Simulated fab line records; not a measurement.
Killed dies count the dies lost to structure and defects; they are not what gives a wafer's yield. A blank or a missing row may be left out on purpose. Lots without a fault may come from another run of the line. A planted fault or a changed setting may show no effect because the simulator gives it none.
Which tool is to blame?    flow nand_harc    24 lots, 72 wafers sampled, at 6 steps of a route of 1302

== WHAT EACH GAUGE READ, for each wafer ==
The record holds no reading of a measuring or inspecting step that can be judged against a usual standard deviation.

== TOOL THAT RAN EACH LOT (tool first, then ch and the chambers of the sampled wafers, then the start) ==
lot   NHARC_A_CHANNEL_HOLE_D2_ETCH_44     NHARC_A_CHANNEL_FILL_D2_ALD_14    NHARC_A_CHANNEL_FILL_D2_ALD_15       NHARC_A_STAIRCASE_ETCH_13       NHARC_A_STAIRCASE_ETCH_190      NHARC_A_STAIRCASE_ETCH_192
L074  rie_diel-09 ch 0,1, day 13 16:43    ald_hk-04 ch 0,2,3, day 14 01:59  ald_sin_batch-01 ch 0, day 14 04:44  rie_diel-11 ch 0,2, no start    rie_diel-03 ch 0,3, no start    rie_diel-03 ch 0,3, no start
L075  rie_diel-08 ch 0,1,3, day 13 17:02  ald_hk-04 ch 1,2, day 14 01:28    ald_sin_batch-01 ch 0, day 14 04:44  rie_diel-04 ch 0,3, no start    rie_diel-04 ch 0,1,3, no start  rie_diel-03 ch 2,3, no start
L076  rie_diel-05 ch 0,1, day 14 12:00    ald_hk-04 ch 1,2,3, day 14 20:17  ald_sin_batch-03 ch 0, no start      rie_diel-04 ch 1,2,3, no start  rie_diel-11 ch 0,1,3, no start  rie_diel-11 ch 1,2,3, no start
L078  rie_diel-08 ch 0,2,3, day 15 02:51  ald_hk-01 ch 1,2, day 15 15:24    ald_sin_batch-02 ch 0, no start      rie_diel-11 ch 0,1,2, no start  rie_diel-04 ch 1,2,3, no start  rie_diel-04 ch 1,2,3, no start
L077  rie_diel-09 ch 0,2, day 15 05:34    ald_hk-01 ch 2,3, day 15 15:37    ald_sin_batch-02 ch 0, no start      rie_diel-04 ch 1,3, no start    rie_diel-03 ch 1,3, no start    rie_diel-03 ch 1,2, no start
L080  rie_diel-09 ch 0,1,3, day 15 23:35  ald_hk-04 ch 1,2,3, day 16 07:49  ald_sin_batch-01 ch 0, no start      rie_diel-03 ch 1,2,3, no start  rie_diel-11 ch 0,1,2, no start  rie_diel-11 ch 0,1, no start
L079  rie_diel-05 ch 0,1,2, day 16 02:44  ald_hk-04 ch 0,1,3, day 16 11:33  ald_sin_batch-02 ch 0, no start      rie_diel-11 ch 0,2,3, no start  rie_diel-04 ch 2,3, no start    rie_diel-04 ch 0,1,2, no start
L081  rie_diel-09 ch 0,2,3, day 16 08:25  ald_hk-02 ch 0,2,3, day 16 18:31  ald_sin_batch-01 ch 0, no start      rie_diel-04 ch 1,2,3, no start  rie_diel-11 ch 0,2,3, no start  rie_diel-11 ch 1,2,3, no start
L082  rie_diel-08 ch 0,2, day 16 22:38    ald_hk-01 ch 0,2, day 17 06:53    ald_sin_batch-01 ch 0, no start      rie_diel-03 ch 1,2,3, no start  rie_diel-04 ch 1,2,3, no start  rie_diel-04 ch 1,3, no start
L083  rie_diel-05 ch 0,1,2, day 17 18:55  ald_hk-02 ch 0,1,2, day 18 03:09  ald_sin_batch-03 ch 0, no start      rie_diel-11 ch 0,1,2, no start  rie_diel-04 ch 0,1,2, no start  rie_diel-04 ch 0,3, no start
L086  rie_diel-09 ch 2,3, day 17 19:28    ald_hk-01 ch 0,1, day 18 03:07    ald_sin_batch-03 ch 0, no start      rie_diel-03 ch 0,1,2, no start  rie_diel-11 ch 0,3, no start    rie_diel-11 ch 0,2,3, no start
L084  rie_diel-08 ch 1,2,3, day 17 23:05  ald_hk-04 ch 0,1,2, day 18 07:22  ald_sin_batch-01 ch 0, no start      rie_diel-11 ch 0,1,3, no start  rie_diel-11 ch 2,3, no start    rie_diel-11 ch 0,2, no start
L085  rie_diel-09 ch 0,1,2, day 18 03:16  ald_hk-01 ch 0,1,3, day 18 11:29  ald_sin_batch-01 ch 0, day 18 14:49  rie_diel-04 ch 0,1,2, no start  rie_diel-11 ch 1,2,3, no start  rie_diel-11 ch 0,2,3, no start
L087  rie_diel-08 ch 0,1,3, day 18 15:23  ald_hk-02 ch 0,1,2, day 19 00:05  ald_sin_batch-03 ch 0, no start      rie_diel-04 ch 0,1,2, no start  rie_diel-03 ch 0,1,3, no start  rie_diel-03 ch 0,1,3, no start
L088  rie_diel-08 ch 0,1, day 19 09:38    ald_hk-02 ch 2,3, day 19 19:03    ald_sin_batch-03 ch 0, no start      rie_diel-04 ch 1,2, no start    rie_diel-11 ch 0,1,3, no start  rie_diel-11 ch 2,3, no start
L089  rie_diel-08 ch 1,2,3, day 19 13:31  ald_hk-02 ch 1,2, day 19 22:09    ald_sin_batch-02 ch 0, no start      rie_diel-03 ch 1,2, no start    rie_diel-03 ch 0,1,2, no start  rie_diel-03 ch 1,3, no start
L090  rie_diel-09 ch 0,2,3, day 20 00:33  ald_hk-02 ch 1,2,3, day 20 08:47  ald_sin_batch-01 ch 0, no start      rie_diel-04 ch 1,2,3, no start  rie_diel-11 ch 0,1,3, no start  rie_diel-11 ch 0,2,3, no start
L091  rie_diel-09 ch 0,1,3, day 20 14:04  ald_hk-04 ch 1,2,3, day 20 22:15  ald_sin_batch-02 ch 0, no start      rie_diel-11 ch 0,1,2, no start  rie_diel-04 ch 1,2,3, no start  rie_diel-04 ch 0,2,3, no start
L092  rie_diel-08 ch 1,2,3, day 20 14:26  ald_hk-04 ch 1,2,3, day 20 22:33  ald_sin_batch-02 ch 0, no start      rie_diel-04 ch 1,2,3, no start  rie_diel-11 ch 0,1,3, no start  rie_diel-11 ch 2,3, no start
L093  rie_diel-08 ch 1,2,3, day 21 07:50  ald_hk-01 ch 0,2,3, day 21 16:01  ald_sin_batch-03 ch 0, no start      rie_diel-03 ch 0,2,3, no start  rie_diel-03 ch 0,1,2, no start  rie_diel-03 ch 0,1,2, no start
L095  rie_diel-09 ch 0,1,2, day 22 04:55  ald_hk-01 ch 0,1,2, day 22 14:49  ald_sin_batch-03 ch 0, no start      rie_diel-04 ch 0,2,3, no start  rie_diel-11 ch 0,1,3, no start  rie_diel-11 ch 0,1,2, no start
L094  rie_diel-05 ch 1,3, day 22 05:01    ald_hk-02 ch 0,1,3, day 22 14:53  ald_sin_batch-03 ch 0, no start      rie_diel-03 ch 0,2, no start    rie_diel-03 ch 0,1,3, no start  rie_diel-03 ch 0,3, no start
L096  rie_diel-05 ch 0,2,3, day 22 13:15  ald_hk-04 ch 1,2,3, day 22 21:25  ald_sin_batch-02 ch 0, no start      rie_diel-04 ch 0,2,3, no start  rie_diel-04 ch 1,2,3, no start  rie_diel-04 ch 0,1,3, no start
L097  rie_diel-09 ch 0,1,2, day 23 02:37  ald_hk-04 ch 0,1, day 23 11:00    ald_sin_batch-03 ch 0, no start      rie_diel-04 ch 1,2,3, no start  rie_diel-11 ch 1,2,3, no start  rie_diel-11 ch 0,1,3, no start
- NHARC_A_CHANNEL_HOLE_D2_ETCH_44: etches the open film in CF4/O2, target depth 140 nm, overetch 14 nm, time 77 s.
- NHARC_A_CHANNEL_FILL_D2_ALD_14: deposits SiO2, target thk 2.5 nm, pulse time 10 s, ald cycles 25.
- NHARC_A_CHANNEL_FILL_D2_ALD_15: deposits SiNx, target thk 2 nm, pulse time 60 s, ald cycles 19.
- NHARC_A_STAIRCASE_ETCH_13: etches the open film in C4F8/O2, target depth 100 nm, time 40.5 s.
- NHARC_A_STAIRCASE_ETCH_190: etches the open film in C4F8/O2, target depth 100 nm, time 40.5 s.
- NHARC_A_STAIRCASE_ETCH_192: etches the open film in C4F8/O2, target depth 100 nm, time 40.5 s.

== WHAT THE TOOLS THEMSELVES READ (means of the sampled wafers that have a number; where no wafer has one, the mark that the record gives instead) ==
NHARC_A_CHANNEL_HOLE_D2_ETCH_44. Usual: chamber_pressure_mTorr 30.003 mTorr, standard deviation 0.028; drypump_motor_current_A 5.7 A, standard deviation 0.44; oes_product_au 0.999 a.u., standard deviation 0.016; rf_vpp_V 197.5 V, standard deviation 1.3; showerhead_plenum_p_Torr 1.32 Torr, standard deviation 0.045; throttle_valve_pct 13.397 %, standard deviation 0.0095.
lot   tool         chamber_pressure_mTorr (mTorr)  drypump_motor_current_A (A)  oes_product_au (a.u.)  rf_vpp_V (V)  showerhead_plenum_p_Torr (Torr)  throttle_valve_pct (%)  flag
L074  rie_diel-09  29.998                          5.5                          0.981                  197.1         1.31                             13.396                  
L075  rie_diel-08  30.005                          5.6                          1.002                  197.3         1.31                             13.394                  
L076  rie_diel-05  30.004                          5.7                          0.987                  199.6         1.36                             13.406                  
L078  rie_diel-08  29.990                          5.6                          0.998                  196.1         1.28                             13.398                  
L077  rie_diel-09  30.011                          5.8                          0.988                  197.5         1.30                             13.414                  
L080  rie_diel-09  30.021                          5.3                          0.991                  198.4         1.34                             13.391                  
L079  rie_diel-05  29.985                          5.7                          0.987                  198.3         1.36                             13.393                  
L081  rie_diel-09  30.009                          5.6                          0.986                  198.6         1.34                             13.378                  
L082  rie_diel-08  30.003                          5.8                          1.022                  196.1         1.28                             13.394                  
L083  rie_diel-05  29.995                          5.6                          0.988                  198.7         1.36                             13.398                  
L086  rie_diel-09  30.024                          6.0                          1.013                  197.6         1.34                             13.403                  
L084  rie_diel-08  30.001                          5.7                          1.000                  196.7         1.30                             13.392                  
L085  rie_diel-09  29.983                          5.8                          1.002                  197.3         1.31                             13.404                  
L087  rie_diel-08  30.007                          5.6                          1.004                  196.9         1.31                             13.398                  
L088  rie_diel-08  30.004                          5.8                          1.009                  199.1         1.36                             13.402                  
L089  rie_diel-08  29.999                          5.7                          1.002                  195.9         1.30                             13.393                  
L090  rie_diel-09  30.010                          5.6                          0.994                  197.4         1.34                             13.404                  
L091  rie_diel-09  29.990                          5.3                          0.980                  197.6         1.34                             13.397                  
L092  rie_diel-08  30.038                          5.7                          1.003                  197.0         1.30                             13.401                  
L093  rie_diel-08  30.007                          5.7                          0.996                  197.8         1.30                             13.396                  
L095  rie_diel-09  29.983                          5.8                          1.003                  197.1         1.31                             13.399                  
L094  rie_diel-05  29.997                          5.4                          0.979                  198.5         1.37                             13.388                  
L096  rie_diel-05  29.982                          5.7                          1.006                  198.2         1.34                             13.399                  
L097  rie_diel-09  30.003                          5.9                          1.008                  197.5         1.31                             13.407                  

NHARC_A_CHANNEL_FILL_D2_ALD_14. Usual: heater_power_w 484 W, standard deviation 53; precursor_pulse_height_rel 0.999, standard deviation 0.022.
lot   tool       heater_power_w (W)  precursor_pulse_height_rel  flag
L074  ald_hk-04  469                 1.000                       
L075  ald_hk-04  461                 0.997                       
L076  ald_hk-04  470                 0.999                       
L078  ald_hk-01  535                 1.000                       
L077  ald_hk-01  526                 0.980                       
L080  ald_hk-04  472                 1.010                       
L079  ald_hk-04  464                 1.007                       
L081  ald_hk-02  436                 1.004                       
L082  ald_hk-01  525                 1.012                       
L083  ald_hk-02  462                 1.020                       
L086  ald_hk-01  506                 1.003                       
L084  ald_hk-04  469                 1.003                       
L085  ald_hk-01  485                 1.005                       
L087  ald_hk-02  471                 0.994                       
L088  ald_hk-02  501                 1.005                       
L089  ald_hk-02  535                 1.010                       
L090  ald_hk-02  511                 0.996                       
L091  ald_hk-04  491                 0.977                       
L092  ald_hk-04  494                 0.997                       
L093  ald_hk-01  513                 1.010                       
L095  ald_hk-01  519                 0.986                       
L094  ald_hk-02  485                 0.995                       
L096  ald_hk-04  500                 0.990                       
L097  ald_hk-04  491                 1.014                       

NHARC_A_CHANNEL_FILL_D2_ALD_15. Usual: precursor_pulse_height_rel reads 1.001 (standard deviation 0.019).
lot   tool              precursor_pulse_height_rel  flag
L074  ald_sin_batch-01  1.002                       
L075  ald_sin_batch-01  0.987                       
L076  ald_sin_batch-03  1.001                       
L078  ald_sin_batch-02  1.005                       
L077  ald_sin_batch-02  0.998                       
L080  ald_sin_batch-01  0.994                       
L079  ald_sin_batch-02  0.992                       
L081  ald_sin_batch-01  0.979                       
L082  ald_sin_batch-01  1.011                       
L083  ald_sin_batch-03  0.990                       
L086  ald_sin_batch-03  1.025                       
L084  ald_sin_batch-01  1.004                       
L085  ald_sin_batch-01  1.008                       
L087  ald_sin_batch-03  1.012                       
L088  ald_sin_batch-03  0.990                       
L089  ald_sin_batch-02  1.001                       
L090  ald_sin_batch-01  0.998                       
L091  ald_sin_batch-02  0.993                       
L092  ald_sin_batch-02  0.991                       
L093  ald_sin_batch-03  0.996                       
L095  ald_sin_batch-03  1.020                       
L094  ald_sin_batch-03  1.005                       
L096  ald_sin_batch-02  1.010                       
L097  ald_sin_batch-03  0.998                       

NHARC_A_STAIRCASE_ETCH_13. Usual: chamber_pressure_mTorr 25.000 mTorr, standard deviation 0.021; oes_product_au 0.942 a.u., standard deviation 0.017; rf_vpp_V 896 V, standard deviation 6.6.
lot   tool         chamber_pressure_mTorr (mTorr)  oes_product_au (a.u.)  rf_vpp_V (V)  flag
L074  rie_diel-11  24.992                          0.940                  890           
L075  rie_diel-04  24.986                          0.957                  888           
L076  rie_diel-04  24.995                          0.943                  895           
L078  rie_diel-11  25.011                          0.965                  891           
L077  rie_diel-04  25.004                          0.933                  894           
L080  rie_diel-03  25.005                          0.925                  893           
L079  rie_diel-11  25.005                          0.932                  893           
L081  rie_diel-04  25.005                          0.930                  895           
L082  rie_diel-03  25.000                          0.936                  893           
L083  rie_diel-11  24.990                          0.936                  890           
L086  rie_diel-03  24.993                          0.926                  893           
L084  rie_diel-11  25.014                          0.929                  893           
L085  rie_diel-04  25.002                          0.925                  901           
L087  rie_diel-04  25.022                          0.940                  902           
L088  rie_diel-04  25.002                          0.929                  901           
L089  rie_diel-03  25.003                          0.959                  901           
L090  rie_diel-04  24.995                          0.959                  896           
L091  rie_diel-11  25.010                          0.967                  889           
L092  rie_diel-04  25.026                          0.959                  895           
L093  rie_diel-03  24.981                          0.929                  901           
L095  rie_diel-04  24.998                          0.945                  902           
L094  rie_diel-03  25.007                          0.956                  904           
L096  rie_diel-04  24.989                          0.942                  902           
L097  rie_diel-04  24.988                          0.938                  901           

NHARC_A_STAIRCASE_ETCH_190. Usual: chamber_pressure_mTorr 25.001 mTorr, standard deviation 0.024; oes_product_au 0.942 a.u., standard deviation 0.015; rf_vpp_V 895 V, standard deviation 6.5.
lot   tool         chamber_pressure_mTorr (mTorr)  oes_product_au (a.u.)  rf_vpp_V (V)  flag
L074  rie_diel-03  25.011                          0.932                  900           
L075  rie_diel-04  24.986                          0.948                  893           
L076  rie_diel-11  24.969                          0.938                  893           
L078  rie_diel-04  25.019                          0.933                  896           
L077  rie_diel-03  24.985                          0.943                  897           
L080  rie_diel-11  24.979                          0.937                  891           
L079  rie_diel-04  25.010                          0.931                  890           
L081  rie_diel-11  25.007                          0.927                  892           
L082  rie_diel-04  25.005                          0.933                  896           
L083  rie_diel-04  24.986                          0.941                  901           
L086  rie_diel-11  25.015                          0.941                  891           
L084  rie_diel-11  24.983                          0.951                  896           
L085  rie_diel-11  25.007                          0.956                  894           
L087  rie_diel-03  25.017                          0.951                  898           
L088  rie_diel-11  24.990                          0.950                  892           
L089  rie_diel-03  25.009                          0.951                  900           
L090  rie_diel-11  24.994                          0.954                  892           
L091  rie_diel-04  25.000                          0.946                  894           
L092  rie_diel-11  24.999                          0.945                  893           
L093  rie_diel-03  24.990                          0.941                  901           
L095  rie_diel-11  25.025                          0.928                  892           
L094  rie_diel-03  24.992                          0.939                  898           
L096  rie_diel-04  24.979                          0.932                  901           
L097  rie_diel-11  25.012                          0.949                  893           

NHARC_A_STAIRCASE_ETCH_192. Usual: chamber_pressure_mTorr 25.003 mTorr, standard deviation 0.024; oes_product_au 0.942 a.u., standard deviation 0.013; rf_vpp_V 895 V, standard deviation 6.5.
lot   tool         chamber_pressure_mTorr (mTorr)  oes_product_au (a.u.)  rf_vpp_V (V)  flag
L074  rie_diel-03  24.986                          0.944                  903           
L075  rie_diel-03  25.011                          0.951                  892           
L076  rie_diel-11  24.982                          0.953                  895           
L078  rie_diel-04  25.013                          0.931                  895           
L077  rie_diel-03  25.001                          0.954                  889           
L080  rie_diel-11  24.988                          0.950                  889           
L079  rie_diel-04  25.010                          0.925                  901           
L081  rie_diel-11  24.999                          0.940                  894           
L082  rie_diel-04  24.995                          0.930                  893           
L083  rie_diel-04  25.021                          0.962                  893           
L086  rie_diel-11  24.999                          0.936                  892           
L084  rie_diel-11  25.018                          0.937                  889           
L085  rie_diel-11  25.007                          0.942                  892           
L087  rie_diel-03  25.020                          0.941                  898           
L088  rie_diel-11  24.996                          0.947                  895           
L089  rie_diel-03  25.008                          0.939                  897           
L090  rie_diel-11  25.000                          0.944                  891           
L091  rie_diel-04  25.003                          0.952                  895           
L092  rie_diel-11  25.007                          0.940                  895           
L093  rie_diel-03  24.988                          0.954                  899           
L095  rie_diel-11  25.018                          0.934                  890           
L094  rie_diel-03  25.008                          0.950                  902           
L096  rie_diel-04  24.977                          0.931                  904           
L097  rie_diel-11  25.026                          0.943                  893           

== THE ANSWER, worked out from the rows above alone ==
Rule: take the mean of a lot's wafers that have a number; if it is more than 3 standard deviations from the usual mean, the lot is off. A lot without any number at a reading at which 4 lots or more have one is off too. All remaining lots with rows at the step are treated as sound. After the gauges, taken in route order, come the tools' own readings; for these a lot's mean is taken, as printed above. At the first step where some lot is off, the reading lying furthest off is the one used; lots without a number count as furthest.
None of the lots is off at any reading shown; this tells nothing.

== WHAT HAD BEEN PUT IN BY THE SIMULATOR ==
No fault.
